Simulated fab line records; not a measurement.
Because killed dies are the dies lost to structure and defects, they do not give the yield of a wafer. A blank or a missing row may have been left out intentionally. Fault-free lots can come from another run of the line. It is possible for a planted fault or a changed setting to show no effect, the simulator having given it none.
What tool caused it? | flow n5_finfet | 32 wafers sampled from 11 lots at 1 step of a route of 1938

== WHAT THE GAUGES SHOWED, per wafer ==
N5_ZERO_LAYER_INSPECT_20: inspects for defects (darkfield).
lot  | measured    | on                | raw_defect_count
L783 | day 1 13:34 | defect_inspect-01 | 66 65 57
L784 | day 1 19:16 | defect_inspect-01 | 50 28 37
L786 | day 2 07:15 | defect_inspect-02 | 33 30
L787 | day 2 13:15 | defect_inspect-01 | 31 28 41
L789 | day 3 01:50 | defect_inspect-01 | 46 39 24
L790 | day 3 07:42 | defect_inspect-01 | 32 20 46
L792 | day 3 19:26 | defect_inspect-01 | 73 45 62
L793 | day 4 01:17 | defect_inspect-01 | 39 18 36
L802 | day 6 07:23 | defect_inspect-01 | 64 14 46
L804 | day 6 19:16 | defect_inspect-01 | 44 47 62
L806 | day 7 07:27 | defect_inspect-02 | 20 39 35

== TOOL THAT RAN EACH LOT (tool first, then ch and the chambers of the sampled wafers, then the start) ==
Record: no process step prior to these readings.

== THE ANSWER, worked out from the rows above alone ==
Rule: usual is defined by the lots themselves. The widest of any qualifying gaps counts: lots, ordered by their means at a reading, are off when they make up no more than a third of the lots, leave a main group of 4 or more, and stand apart from it by 3 or more times the standard deviation of that group's means. If all means in a main group match to the digits the tables above print for the reading, that group is not used. A lot without any number at a reading at which 4 lots or more have one is off too. The other lots that the step has rows for count as sound.
None of the lots is off at any reading shown; this tells nothing.

== WHAT THE SIMULATOR HAD PUT IN ==
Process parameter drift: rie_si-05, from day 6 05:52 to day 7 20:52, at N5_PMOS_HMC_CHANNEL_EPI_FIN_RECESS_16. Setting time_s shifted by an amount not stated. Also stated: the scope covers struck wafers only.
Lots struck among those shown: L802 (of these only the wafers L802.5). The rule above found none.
